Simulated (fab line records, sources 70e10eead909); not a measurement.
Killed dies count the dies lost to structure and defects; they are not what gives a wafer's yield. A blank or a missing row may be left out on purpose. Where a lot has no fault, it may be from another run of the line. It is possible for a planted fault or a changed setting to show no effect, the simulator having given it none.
Chamber matching -- flow nandHarc -- rieDiel-01 running NHARC_A_CONTACT_ETCH_92: 4 sister chambers
The step etches the open film in CH3F/O2, target depth 40 nm, time 85.7 s. 18 wafers are shown with their chamber, then 9 later ones without.

WAFERS PAIRED WITH THEIR CHAMBERS
wafer,chamber,showerheadPlenumPTorr (Torr),drypumpMotorCurrentA (A),rfVppV (V)
L472.1,3,2.42,6.2,244.6
L472.3,0,2.65,5.7,247.1
L472.5,0,2.65,5.7,247.2
L471.1,0,2.66,5.7,245.8
L471.2,1,2.33,6.0,241.1
L471.6,1,2.33,6.0,242.0
L474.2,1,2.33,6.0,243.5
L474.4,1,2.33,6.1,243.7
L474.5,3,2.42,6.2,243.3
L476.3,0,2.65,5.7,247.1
L476.4,3,2.42,6.2,245.4
L476.5,3,2.42,6.2,242.9
L477.1,1,2.33,6.0,243.5
L477.4,1,2.33,6.1,242.2
L477.5,2,2.40,5.6,244.3
L478.2,0,2.65,5.7,248.6
L478.4,1,2.33,6.1,242.8
L478.6,3,2.42,6.2,243.1

SIGNATURES (means of the wafers above)
reading,chamber 0,chamber 1,chamber 2,chamber 3,scatter within a chamber
showerheadPlenumPTorr,2.6520,2.3300,2.4000,2.4200,0.00239
drypumpMotorCurrentA,5.700,6.043,5.600,6.200,0.035
rfVppV,247.160,242.686,244.300,243.860,1.01
Rule: for each reading, subtract the chamber's mean from the wafer's reading, divide by that reading's scatter and square the result; add these up over the readings and take the root, which gives the wafer's distance from the chamber. If the next closest chamber is less than 2 further off than the closest, the wafer can't be placed; otherwise it belongs to the closest. The scatter: take each reading less its chamber's mean, square it, sum over the shown wafers, divide by the number of wafers less the number of chambers, and take the root.

WAFERS MISSING THEIR CHAMBER
wafer,showerheadPlenumPTorr (Torr),drypumpMotorCurrentA (A),rfVppV (V)
L481.2,2.33,6.0,242.6
L481.4,2.42,6.2,242.4
L481.5,2.40,5.6,243.1
L490.2,2.41,6.2,243.7
L490.4,2.64,5.7,249.5
L490.5,2.39,5.6,245.5
L493.1,2.32,6.1,243.4
L493.3,2.64,5.7,246.3
L493.5,2.32,6.1,243.4

WHICH CHAMBER EACH ONE RAN IN
wafer,from the rows above,in truth
L481.2,1,1
L481.4,3,3
L481.5,2,2
L490.2,3,3
L490.4,0,0
L490.5,2,2
L493.1,1,1
L493.3,0,0
L493.5,1,1
Correctly placed: 9 of 9. From these rows, 0 cannot be placed. Number placed wrongly: 0.
